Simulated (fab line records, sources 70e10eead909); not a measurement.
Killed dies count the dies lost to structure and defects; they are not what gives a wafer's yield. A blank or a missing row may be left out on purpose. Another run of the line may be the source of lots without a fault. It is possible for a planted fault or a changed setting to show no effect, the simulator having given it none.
Which tool was responsible?    flow nandHarc    15 lots with 45 wafers sampled at 5 steps, on a route of 1302 steps

WHAT THE GAUGES READ, wafer by wafer
NHARC_A_CHANNEL_HOLE_D2_CD_MEAS_31. Usual: cdNm at 89.8 nm, with a standard deviation of 1.3.
lot   measured      on        cdNm (nm)       flag
L353  day 13 17:44  cdSem-03  88.7 89.5 88.1  
L352  day 13 18:07  cdSem-03  91.3 89.1 89.8  
L354  day 14 02:26  cdSem-02  90.7 88.5 88.7  
L355  day 14 12:23  cdSem-03  91.2 91.0 90.2  
L356  day 15 08:47  cdSem-01  89.3 88.1 89.1  
L362  day 18 10:10  cdSem-01  -0.3 0.6 0.5    OFF
L364  day 18 10:38  cdSem-03  2.5 0.0 1.0     OFF
L363  day 18 14:22  cdSem-03  0.4 1.8 1.1     OFF
L369  day 20 03:59  cdSem-02  90.3 90.9 87.8  
L368  day 20 08:05  cdSem-03  88.4 90.9 88.7  
L371  day 21 02:40  cdSem-03  88.8 89.8 89.8  
L370  day 21 05:37  cdSem-01  88.1 88.3 89.9  
L372  day 21 19:36  cdSem-03  89.4 89.1 87.1  
L375  day 23 00:41  cdSem-03  92.0 90.6 89.5  
L374  day 23 04:41  cdSem-02  92.4 90.9 90.3  

TOOL THAT RAN EACH LOT (tool first, then ch and the chambers of the sampled wafers, then the start)
lot   NHARC_A_CHANNEL_HOLE_D2_ETCH_39               NHARC_A_CHANNEL_HOLE_D2_ETCH_22  NHARC_A_CHANNEL_HOLE_D2_ETCH_23  NHARC_A_CHANNEL_HOLE_D2_ETCH_24
L353  rieDiel-06 ch 2,3, day 13 13:20 or earlier    harEtch-02 ch 0,1, day 13 13:20  harEtch-02 ch 0,1, day 13 13:58  harEtch-02 ch 0,1, day 13 14:41
L352  rieDiel-11 ch 1,2,3, day 13 13:19 or earlier  harEtch-01 ch 0,1, day 13 13:19  harEtch-01 ch 0,1, day 13 13:53  harEtch-01 ch 0,1, day 13 14:35
L354  rieDiel-09 ch 0,1, day 13 21:57 or earlier    harEtch-02 ch 0,1, day 13 21:57  harEtch-02 ch 0,1, day 13 22:34  harEtch-02 ch 0,1, day 13 23:19
L355  rieDiel-11 ch 2,3, day 14 07:44 or earlier    harEtch-02 ch 0,1, day 14 07:44  harEtch-02 ch 0,1, day 14 08:18  harEtch-02 ch 0,1, day 14 08:59
L356  rieDiel-09 ch 0,1,3, day 15 04:20 or earlier  harEtch-02 ch 0,1, day 15 04:20  harEtch-02 ch 0,1, day 15 04:56  harEtch-02 ch 0,1, day 15 05:40
L362  rieDiel-11 ch 1,2,3, day 18 05:36 or earlier  harEtch-02 ch 0, day 18 05:36    harEtch-02 ch 0, day 18 06:11    harEtch-02 ch 0, day 18 06:53
L364  rieDiel-09 ch 0,3, day 18 06:01 or earlier    harEtch-01 ch 0,1, day 18 06:01  harEtch-01 ch 0,1, day 18 06:35  harEtch-01 ch 0,1, day 18 07:16
L363  rieDiel-06 ch 0,1,3, day 18 09:53 or earlier  harEtch-02 ch 0,1, day 18 09:53  harEtch-02 ch 0,1, day 18 10:29  harEtch-02 ch 0,1, day 18 11:13
L369  rieDiel-09 ch 0,1, day 19 23:17 or earlier    harEtch-01 ch 0,1, day 19 23:17  harEtch-01 ch 0,1, day 19 23:52  harEtch-01 ch 0,1, day 20 00:34
L368  rieDiel-11 ch 0,3, day 20 03:38 or earlier    harEtch-01 ch 0,1, day 20 03:38  harEtch-01 ch 0,1, day 20 04:15  harEtch-01 ch 0,1, day 20 04:58
L371  rieDiel-11 ch 0,2,3, day 20 22:05 or earlier  harEtch-02 ch 0,1, day 20 22:05  harEtch-02 ch 0,1, day 20 22:43  harEtch-02 ch 0,1, day 20 23:26
L370  rieDiel-09 ch 0,1,2, day 21 00:59 or earlier  harEtch-01 ch 0,1, day 21 00:59  harEtch-01 ch 0,1, day 21 01:34  harEtch-01 ch 0,1, day 21 02:16
L372  rieDiel-09 ch 0,2,3, day 21 15:07 or earlier  harEtch-02 ch 0,1, day 21 15:07  harEtch-02 ch 0,1, day 21 15:44  harEtch-02 ch 0,1, day 21 16:27
L375  rieDiel-09 ch 0,3, day 22 20:12 or earlier    harEtch-02 ch 0,1, day 22 20:12  harEtch-02 ch 0,1, day 22 20:49  harEtch-02 ch 0,1, day 22 21:32
L374  rieDiel-06 ch 1,3, day 23 00:01 or earlier    harEtch-01 ch 0,1, day 23 00:01  harEtch-01 ch 0,1, day 23 00:36  harEtch-01 ch 0,1, day 23 01:18
- NHARC_A_CHANNEL_HOLE_D2_ETCH_39: etches the open film in N2/H2, target depth 260 nm, time 325 s.
- NHARC_A_CHANNEL_HOLE_D2_ETCH_22: etches the open film in C4F8/O2/Ar, time 666.7 s, target depth 1600 nm.
- NHARC_A_CHANNEL_HOLE_D2_ETCH_23: etches the open film in C4F8/O2/Ar, time 819 s, target depth 1600 nm.
- NHARC_A_CHANNEL_HOLE_D2_ETCH_24: etches the open film in C4F8/O2/Ar, time 906.2 s, target depth 1500 nm.

WHAT THE TOOLS THEMSELVES READ (means of the sampled wafers that have a number; where no wafer has one, the mark that the record gives instead)
NHARC_A_CHANNEL_HOLE_D2_ETCH_39. Usual: for biasW, 150.0 W with a standard deviation of 0.5; for chamberPressureMTorr, 29.996 mTorr with a standard deviation of 0.027; for drypumpMotorCurrentA, 5.7 A with a standard deviation of 0.58; for oesProductAu, 1.000 a.u. with a standard deviation of 0.01; for rfVppV, 430.6 V with a standard deviation of 2.5; for showerheadPlenumPTorr, 2.04 Torr with a standard deviation of 0.085; for throttleValvePct, 14.172 % with a standard deviation of 0.0092.
lot   tool        biasW (W)  chamberPressureMTorr (mTorr)  drypumpMotorCurrentA (A)  oesProductAu (a.u.)  rfVppV (V)  showerheadPlenumPTorr (Torr)  throttleValvePct (%)  flag
L353  rieDiel-06  149.7      29.973                        5.3                       0.984                431.6       2.05                          14.173                
L352  rieDiel-11  150.3      30.025                        5.3                       0.994                430.1       2.02                          14.181                
L354  rieDiel-09  150.1      29.987                        6.2                       1.001                430.0       2.03                          14.168                
L355  rieDiel-11  150.1      30.018                        5.5                       0.998                427.6       1.95                          14.173                
L356  rieDiel-09  149.8      30.004                        6.0                       1.016                430.3       2.02                          14.166                
L362  rieDiel-11  149.8      29.971                        5.3                       1.002                429.7       2.01                          14.175                
L364  rieDiel-09  149.9      29.978                        5.8                       1.013                429.6       2.01                          14.172                
L363  rieDiel-06  149.6      30.036                        5.3                       1.001                431.5       2.10                          14.166                
L369  rieDiel-09  149.4      29.993                        6.2                       1.007                430.2       2.03                          14.168                
L368  rieDiel-11  150.3      29.992                        5.7                       1.006                428.7       2.00                          14.177                
L371  rieDiel-11  149.9      29.992                        5.6                       0.988                429.4       2.02                          14.170                
L370  rieDiel-09  149.8      29.984                        6.3                       0.996                430.5       2.03                          14.174                
L372  rieDiel-09  149.7      30.014                        6.1                       1.000                430.2       2.02                          14.168                
L375  rieDiel-09  150.1      30.001                        6.1                       1.001                428.2       1.99                          14.170                
L374  rieDiel-06  149.8      30.000                        4.8                       0.993                431.7       2.09                          14.171                

NHARC_A_CHANNEL_HOLE_D2_ETCH_22. Usual: c4f8FlowSccm 89.32 sccm, standard deviation 0.27; chamberPressureMTorr 20.000 mTorr, standard deviation 0.018; drypumpMotorCurrentA 5.6 A, standard deviation 0.44; showerheadPlenumPTorr 3.66 Torr, standard deviation 0.052; throttleValvePct 32.155 %, standard deviation 0.008.
lot   tool        c4f8FlowSccm (sccm)  chamberPressureMTorr (mTorr)  drypumpMotorCurrentA (A)  showerheadPlenumPTorr (Torr)  throttleValvePct (%)  flag
L353  harEtch-02  89.36                20.005                        6.0                       3.73                          32.163                
L352  harEtch-01  89.26                19.996                        5.5                       3.67                          32.159                
L354  harEtch-02  89.22                20.026                        5.8                       3.72                          32.155                
L355  harEtch-02  89.12                19.984                        6.0                       3.72                          32.154                
L356  harEtch-02  89.02                19.998                        6.0                       3.71                          32.159                
L362  harEtch-02  89.72                20.002                        6.3                       3.70                          32.148                
L364  harEtch-01  89.40                20.013                        5.3                       3.61                          32.148                
L363  harEtch-02  88.96                20.012                        5.7                       3.70                          32.158                
L369  harEtch-01  89.54                20.012                        5.3                       3.60                          32.148                
L368  harEtch-01  89.27                19.992                        5.5                       3.62                          32.159                
L371  harEtch-02  89.30                20.001                        5.7                       3.67                          32.158                
L370  harEtch-01  89.27                20.017                        5.3                       3.59                          32.146                
L372  harEtch-02  89.53                20.013                        6.0                       3.67                          32.154                
L375  harEtch-02  89.57                19.995                        6.0                       3.66                          32.158                
L374  harEtch-01  88.91                19.991                        5.3                       3.58                          32.153                

NHARC_A_CHANNEL_HOLE_D2_ETCH_23. Usual: c4f8FlowSccm 89.28 sccm, standard deviation 0.26; chamberPressureMTorr 20.000 mTorr, standard deviation 0.018; drypumpMotorCurrentA 5.6 A, standard deviation 0.44; showerheadPlenumPTorr 3.66 Torr, standard deviation 0.052; throttleValvePct 32.155 %, standard deviation 0.0096.
lot   tool        c4f8FlowSccm (sccm)  chamberPressureMTorr (mTorr)  drypumpMotorCurrentA (A)  showerheadPlenumPTorr (Torr)  throttleValvePct (%)  flag
L353  harEtch-02  89.37                20.002                        6.1                       3.73                          32.145                
L352  harEtch-01  89.16                20.009                        5.5                       3.67                          32.155                
L354  harEtch-02  89.25                20.011                        5.7                       3.72                          32.157                
L355  harEtch-02  89.51                20.002                        6.0                       3.72                          32.163                
L356  harEtch-02  89.24                20.005                        6.0                       3.71                          32.154                
L362  harEtch-02  89.32                20.016                        6.3                       3.70                          32.158                
L364  harEtch-01  89.13                19.995                        5.3                       3.61                          32.154                
L363  harEtch-02  89.09                19.972                        5.7                       3.70                          32.155                
L369  harEtch-01  89.24                20.003                        5.3                       3.60                          32.154                
L368  harEtch-01  89.24                19.991                        5.5                       3.62                          32.150                
L371  harEtch-02  89.07                19.986                        5.7                       3.67                          32.148                
L370  harEtch-01  89.37                19.996                        5.3                       3.59                          32.156                
L372  harEtch-02  89.12                19.996                        6.0                       3.67                          32.155                
L375  harEtch-02  89.41                19.996                        6.0                       3.66                          32.154                
L374  harEtch-01  89.47                19.998                        5.3                       3.58                          32.157                

NHARC_A_CHANNEL_HOLE_D2_ETCH_24. Usual: c4f8FlowSccm 93.84 sccm, standard deviation 0.29; chamberPressureMTorr 19.999 mTorr, standard deviation 0.018; drypumpMotorCurrentA 5.6 A, standard deviation 0.44; showerheadPlenumPTorr 3.65 Torr, standard deviation 0.052; throttleValvePct 32.236 %, standard deviation 0.0097.
lot   tool        c4f8FlowSccm (sccm)  chamberPressureMTorr (mTorr)  drypumpMotorCurrentA (A)  showerheadPlenumPTorr (Torr)  throttleValvePct (%)  flag
L353  harEtch-02  94.17                20.006                        6.0                       3.72                          32.228                
L352  harEtch-01  93.44                20.011                        5.5                       3.66                          32.228                
L354  harEtch-02  94.03                19.985                        5.8                       3.72                          32.234                
L355  harEtch-02  94.04                20.008                        6.0                       3.72                          32.235                
L356  harEtch-02  94.11                20.006                        6.0                       3.71                          32.234                
L362  harEtch-02  -                    -                             -                         -                             -                     OFF
L364  harEtch-01  -                    -                             -                         -                             -                     OFF
L363  harEtch-02  -                    -                             -                         -                             -                     OFF
L369  harEtch-01  93.64                20.011                        5.3                       3.59                          32.249                
L368  harEtch-01  93.62                20.004                        5.5                       3.61                          32.245                
L371  harEtch-02  93.88                20.006                        5.7                       3.67                          32.238                
L370  harEtch-01  93.93                19.990                        5.3                       3.58                          32.225                
L372  harEtch-02  94.05                19.996                        6.0                       3.66                          32.233                
L375  harEtch-02  93.75                20.004                        6.0                       3.66                          32.244                
L374  harEtch-01  93.96                19.992                        5.3                       3.57                          32.227                

THE ANSWER, worked out from the rows above alone
Rule: a lot is off if the mean of its wafers that have a number lies more than 3 standard deviations from the usual mean. A lot without any number at a reading at which 4 lots or more have one is off too. Any other lot the step has rows for is counted as sound. After the gauges, taken in route order, come the tools' own readings; for these a lot's mean is taken, as printed above. At the first step where some lot is off, the reading lying furthest off is the one used; lots without a number count as furthest.
Off: L362, L364, L363 (NHARC_A_CHANNEL_HOLE_D2_CD_MEAS_31, cdNm).
If a tool, at a process step before that reading, ran all the lots that are off and no sound lot after the first of them, it fits. Not tried: the gauges at NHARC_A_CHANNEL_HOLE_D2_CD_MEAS_31; whatever is off there is also off at NHARC_A_CHANNEL_HOLE_D2_ETCH_24, on other tools, and gauge error can't account for it. NHARC_A_CHANNEL_HOLE_D2_ETCH_39 gives no start for some lots, so the hours and the order of its lots are those of NHARC_A_CHANNEL_HOLE_D2_ETCH_22. Of those tried, none fits.

WHAT THE SIMULATOR PUT IN
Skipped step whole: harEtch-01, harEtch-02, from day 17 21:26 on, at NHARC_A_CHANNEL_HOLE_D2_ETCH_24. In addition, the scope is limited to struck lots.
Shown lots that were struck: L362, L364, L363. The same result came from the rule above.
